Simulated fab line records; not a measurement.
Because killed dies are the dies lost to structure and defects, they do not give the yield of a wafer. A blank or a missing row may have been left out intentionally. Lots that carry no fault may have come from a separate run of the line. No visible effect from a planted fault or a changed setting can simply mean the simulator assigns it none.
Which of the tools did it? :: flow nandHarc :: Sampling: 12 lots, 36 wafers, 6 of 1302 route steps

== WHAT THE GAUGES READ, wafer by wafer ==
NHARC_A_CONTACT_OVL_MEAS_09. Usual: overlayXNm -0.1 nm, standard deviation 0.74; overlayYNm -0.1 nm, standard deviation 0.74.
lot: L838
measured: day 23 04:00
on: overlay-02
overlayXNm (nm): -1.3 -0.8 -1.2
overlayYNm (nm): -0.5 -0.5 0.5
flag: 

lot: L840
measured: day 23 15:28
on: overlay-02
overlayXNm (nm): -1.9 -1.1 -1.0
overlayYNm (nm): -0.4 -0.9 -0.5
flag: 

lot: L842
measured: day 25 02:41
on: overlay-01
overlayXNm (nm): -0.4 -0.2 -0.2
overlayYNm (nm): 0.4 0.2 0.2
flag: 

lot: L843
measured: day 25 07:40
on: overlay-02
overlayXNm (nm): 0.2 0.7 0.8
overlayYNm (nm): -0.8 -0.7 -0.4
flag: 

lot: L847
measured: day 27 17:51
on: overlay-02
overlayXNm (nm): -0.3 0.2 -0.2
overlayYNm (nm): -0.2 0.3 -0.2
flag: 

lot: L849
measured: day 28 07:32
on: overlay-01
overlayXNm (nm): 0.8 1.4 0.8
overlayYNm (nm): 1.1 1.3 0.8
flag: 

lot: L855
measured: day 29 11:38
on: overlay-02
overlayXNm (nm): -0.1 0.4 -0.2
overlayYNm (nm): 0.3 0.2 -0.3
flag: 

lot: L854
measured: day 29 19:46
on: overlay-02
overlayXNm (nm): -0.3 -0.7 -0.2
overlayYNm (nm): -0.3 -0.5 -0.4
flag: 

lot: L856
measured: day 30 16:11
on: overlay-01
overlayXNm (nm): 0.0 -0.3 -0.3
overlayYNm (nm): -0.5 0.3 -0.4
flag: 

lot: L857
measured: day 31 05:32
on: overlay-01
overlayXNm (nm): 0.4 -0.1 0.5
overlayYNm (nm): -1.3 0.2 -1.1
flag: 

lot: L858
measured: day 31 09:25
on: overlay-01
overlayXNm (nm): 0.3 -0.6 0.6
overlayYNm (nm): 0.0 -0.3 -0.5
flag: 

lot: L859
measured: day 31 13:33
on: overlay-02
overlayXNm (nm): 0.5 0.4 0.9
overlayYNm (nm): -1.0 -0.9 -1.1
flag: 

NHARC_A_CONTACT_INSPECT_10. Usual: 82 for rawDefectCount, sd 46.
lot: L838
measured: day 23 04:02
on: defectInspect-02
rawDefectCount: 33 19 14
flag: 

lot: L840
measured: day 23 15:30
on: defectInspect-02
rawDefectCount: 96 113 115
flag: 

lot: L842
measured: day 25 02:43
on: defectInspect-01
rawDefectCount: 181 185 149
flag: 

lot: L843
measured: day 25 07:41
on: defectInspect-02
rawDefectCount: 68 87 85
flag: 

lot: L847
measured: day 27 17:53
on: defectInspect-01
rawDefectCount: 536 536 573
flag: OFF

lot: L849
measured: day 28 07:34
on: defectInspect-02
rawDefectCount: 543 496 534
flag: OFF

lot: L855
measured: day 29 11:41
on: defectInspect-01
rawDefectCount: 155 158 153
flag: 

lot: L854
measured: day 29 19:48
on: defectInspect-01
rawDefectCount: 42 46 43
flag: 

lot: L856
measured: day 30 16:13
on: defectInspect-01
rawDefectCount: 119 138 118
flag: 

lot: L857
measured: day 31 05:35
on: defectInspect-01
rawDefectCount: 45 43 40
flag: 

lot: L858
measured: day 31 09:28
on: defectInspect-02
rawDefectCount: 62 57 69
flag: 

lot: L859
measured: day 31 13:35
on: defectInspect-01
rawDefectCount: 141 141 144
flag: 

NHARC_END_SORT_01. Usual: killedAtArray 57, standard deviation 24; killedAtOther 0.7, standard deviation 0.94; killedAtPeriphery 3.8, standard deviation 2.5; killedDies 62, standard deviation 23; killedOpen 3.1, standard deviation 1.8; killedShort 2.5, standard deviation 1.6.
lot: L847
measured: day 29 22:32
on: prober-01
killedAtArray: 96 98 97
killedAtOther: 1 0 2
killedAtPeriphery: 2 4 1
killedDies: 99 102 100
killedOpen: 3 1 3
killedShort: 0 1 1
flag: 

lot: L849
measured: day 30 10:09
on: prober-01
killedAtArray: 65 76 68
killedAtOther: 1 0 2
killedAtPeriphery: 6 5 4
killedDies: 72 81 74
killedOpen: 4 3 9
killedShort: 2 1 0
flag: 

== WHICH TOOL RAN EACH LOT (tool, then ch and the chambers of the sampled wafers, then the start) ==
lot: L838
NHARC_A_CONTACT_ETCH_133: harCapEtch-02 ch 0,1, day 22 23:29
NHARC_A_CONTACT_DEP_84: aclDep-02 ch 0, day 23 01:39
NHARC_A_CONTACT_ETCH_88: rieDiel-03 ch 0,1, day 23 04:11

lot: L840
NHARC_A_CONTACT_ETCH_133: harCapEtch-01 ch 0,1, day 23 10:37
NHARC_A_CONTACT_DEP_84: aclDep-03 ch 0, day 23 13:09
NHARC_A_CONTACT_ETCH_88: rieDiel-03 ch 0,2, day 23 15:38

lot: L842
NHARC_A_CONTACT_ETCH_133: harCapEtch-01 ch 0,1, day 24 22:17
NHARC_A_CONTACT_DEP_84: aclDep-01 ch 0, day 25 00:59
NHARC_A_CONTACT_ETCH_88: rieDiel-03 ch 0,1,3, day 25 02:52

lot: L843
NHARC_A_CONTACT_ETCH_133: harCapEtch-02 ch 0,1, day 25 03:10
NHARC_A_CONTACT_DEP_84: aclDep-02 ch 0, day 25 05:07
NHARC_A_CONTACT_ETCH_88: rieDiel-03 ch 0,2,3, day 25 07:52

lot: L847
NHARC_A_CONTACT_ETCH_133: harCapEtch-03 ch 0,1, day 27 12:14
NHARC_A_CONTACT_DEP_84: aclDep-02 ch 0, day 27 15:25
NHARC_A_CONTACT_ETCH_88: rieDiel-05 ch 0,1,3, day 27 18:02

lot: L849
NHARC_A_CONTACT_ETCH_133: harCapEtch-02 ch 0,1, day 27 23:34
NHARC_A_CONTACT_DEP_84: aclDep-02 ch 0, day 28 05:31
NHARC_A_CONTACT_ETCH_88: rieDiel-03 ch 0,2, day 28 07:43

lot: L855
NHARC_A_CONTACT_ETCH_133: harCapEtch-02 ch 0,1, day 29 07:08
NHARC_A_CONTACT_DEP_84: aclDep-01 ch 0, day 29 09:22
NHARC_A_CONTACT_ETCH_88: rieDiel-03 ch 1,2,3, day 29 11:50

lot: L854
NHARC_A_CONTACT_ETCH_133: harCapEtch-02 ch 0,1, day 29 15:22
NHARC_A_CONTACT_DEP_84: aclDep-03 ch 0, day 29 17:36
NHARC_A_CONTACT_ETCH_88: rieDiel-03 ch 2,3, day 29 19:57

lot: L856
NHARC_A_CONTACT_ETCH_133: harCapEtch-01 ch 0,1, day 30 08:10
NHARC_A_CONTACT_DEP_84: aclDep-02 ch 0, day 30 14:13
NHARC_A_CONTACT_ETCH_88: rieDiel-13 ch 0,2, day 30 16:22

lot: L857
NHARC_A_CONTACT_ETCH_133: harCapEtch-02 ch 0,1, day 30 23:32
NHARC_A_CONTACT_DEP_84: aclDep-02 ch 0, day 31 03:16
NHARC_A_CONTACT_ETCH_88: rieDiel-03 ch 0,1, day 31 05:51

lot: L858
NHARC_A_CONTACT_ETCH_133: harCapEtch-01 ch 0,1, day 31 04:25
NHARC_A_CONTACT_DEP_84: aclDep-03 ch 0, day 31 07:25
NHARC_A_CONTACT_ETCH_88: rieDiel-03 ch 0,1, day 31 09:37

lot: L859
NHARC_A_CONTACT_ETCH_133: harCapEtch-03 ch 0,1, day 31 07:47
NHARC_A_CONTACT_DEP_84: aclDep-02 ch 0, day 31 11:23
NHARC_A_CONTACT_ETCH_88: rieDiel-13 ch 0,2, day 31 13:44
- NHARC_A_CONTACT_ETCH_133: etches the open film in C4F8/O2/Ar, time 374 s, target depth 1610 nm.
- NHARC_A_CONTACT_DEP_84: deposits aC, target thk 2800 nm.
- NHARC_A_CONTACT_ETCH_88: etches the open film in CF4, target depth 39 nm, time 65 s.

== AS READ BY THE TOOLS THEMSELVES (means over the sampled wafers that have a number; for cases with no such wafer, the mark the record gives instead) ==
NHARC_A_CONTACT_DEP_84. Usual: 35.000 % for throttleValvePct, sd 0.0095.
lot: L838
tool: aclDep-02
throttleValvePct (%): 35.001
flag: 

lot: L840
tool: aclDep-03
throttleValvePct (%): 35.002
flag: 

lot: L842
tool: aclDep-01
throttleValvePct (%): 35.002
flag: 

lot: L843
tool: aclDep-02
throttleValvePct (%): 34.995
flag: 

lot: L847
tool: aclDep-02
throttleValvePct (%): 34.996
flag: 

lot: L849
tool: aclDep-02
throttleValvePct (%): 34.993
flag: 

lot: L855
tool: aclDep-01
throttleValvePct (%): 34.999
flag: 

lot: L854
tool: aclDep-03
throttleValvePct (%): 34.995
flag: 

lot: L856
tool: aclDep-02
throttleValvePct (%): 34.999
flag: 

lot: L857
tool: aclDep-02
throttleValvePct (%): 35.003
flag: 

lot: L858
tool: aclDep-03
throttleValvePct (%): 35.002
flag: 

lot: L859
tool: aclDep-02
throttleValvePct (%): 34.999
flag: 

NHARC_A_CONTACT_ETCH_88. Usual: drypumpMotorCurrentA 5.6 A, standard deviation 0.44; oesProductAu 1.001 a.u., standard deviation 0.0079; rfVppV 151.2 V, standard deviation 1.2; showerheadPlenumPTorr 1.75 Torr, standard deviation 0.075; throttleValvePct 13.283 %, standard deviation 0.0089.
lot: L838
tool: rieDiel-03
drypumpMotorCurrentA (A): 5.3
oesProductAu (a.u.): 1.000
rfVppV (V): 150.9
showerheadPlenumPTorr (Torr): 1.71
throttleValvePct (%): 13.279
flag: 

lot: L840
tool: rieDiel-03
drypumpMotorCurrentA (A): 5.6
oesProductAu (a.u.): 0.995
rfVppV (V): 150.2
showerheadPlenumPTorr (Torr): 1.69
throttleValvePct (%): 13.299
flag: 

lot: L842
tool: rieDiel-03
drypumpMotorCurrentA (A): 5.5
oesProductAu (a.u.): 1.011
rfVppV (V): 150.6
showerheadPlenumPTorr (Torr): 1.73
throttleValvePct (%): 13.282
flag: 

lot: L843
tool: rieDiel-03
drypumpMotorCurrentA (A): 5.8
oesProductAu (a.u.): 0.999
rfVppV (V): 150.5
showerheadPlenumPTorr (Torr): 1.70
throttleValvePct (%): 13.286
flag: 

lot: L847
tool: rieDiel-05
drypumpMotorCurrentA (A): 5.3
oesProductAu (a.u.): 1.008
rfVppV (V): 150.2
showerheadPlenumPTorr (Torr): 1.72
throttleValvePct (%): 13.293
flag: 

lot: L849
tool: rieDiel-03
drypumpMotorCurrentA (A): 5.9
oesProductAu (a.u.): 1.000
rfVppV (V): 152.3
showerheadPlenumPTorr (Torr): 1.82
throttleValvePct (%): 13.283
flag: 

lot: L855
tool: rieDiel-03
drypumpMotorCurrentA (A): 5.8
oesProductAu (a.u.): 1.006
rfVppV (V): 151.3
showerheadPlenumPTorr (Torr): 1.77
throttleValvePct (%): 13.277
flag: 

lot: L854
tool: rieDiel-03
drypumpMotorCurrentA (A): 6.0
oesProductAu (a.u.): 1.005
rfVppV (V): 151.3
showerheadPlenumPTorr (Torr): 1.72
throttleValvePct (%): 13.286
flag: 

lot: L856
tool: rieDiel-13
drypumpMotorCurrentA (A): 6.0
oesProductAu (a.u.): 0.994
rfVppV (V): 150.3
showerheadPlenumPTorr (Torr): 1.69
throttleValvePct (%): 13.284
flag: 

lot: L857
tool: rieDiel-03
drypumpMotorCurrentA (A): 5.3
oesProductAu (a.u.): 1.001
rfVppV (V): 154.1
showerheadPlenumPTorr (Torr): 1.88
throttleValvePct (%): 13.280
flag: 

lot: L858
tool: rieDiel-03
drypumpMotorCurrentA (A): 5.3
oesProductAu (a.u.): 1.005
rfVppV (V): 152.3
showerheadPlenumPTorr (Torr): 1.88
throttleValvePct (%): 13.292
flag: 

lot: L859
tool: rieDiel-13
drypumpMotorCurrentA (A): 5.6
oesProductAu (a.u.): 0.987
rfVppV (V): 150.5
showerheadPlenumPTorr (Torr): 1.70
throttleValvePct (%): 13.290
flag: 

== THE ANSWER, worked out from the rows above alone ==
Rule: take the mean of a lot's wafers that have a number; if it is more than 3 standard deviations from the usual mean, the lot is off. A lot without any number at a reading at which 4 lots or more have one is off too. All remaining lots with rows at the step are treated as sound. First the gauges in route order, then the tools' own readings, where a lot's mean is used as printed above. At the first step where some lot is off, the reading lying furthest off is the one used; lots without a number count as furthest.
Off at NHARC_A_CONTACT_INSPECT_10 (rawDefectCount): L847, L849.
A tool fits if, at a process step before that reading, it ran every lot that is off, and no sound lot after the first of them. Gauges at NHARC_A_CONTACT_INSPECT_10: tried the same way as those tools. Not one of the candidates tried fits.

== WHAT THE SIMULATOR PUT IN ==
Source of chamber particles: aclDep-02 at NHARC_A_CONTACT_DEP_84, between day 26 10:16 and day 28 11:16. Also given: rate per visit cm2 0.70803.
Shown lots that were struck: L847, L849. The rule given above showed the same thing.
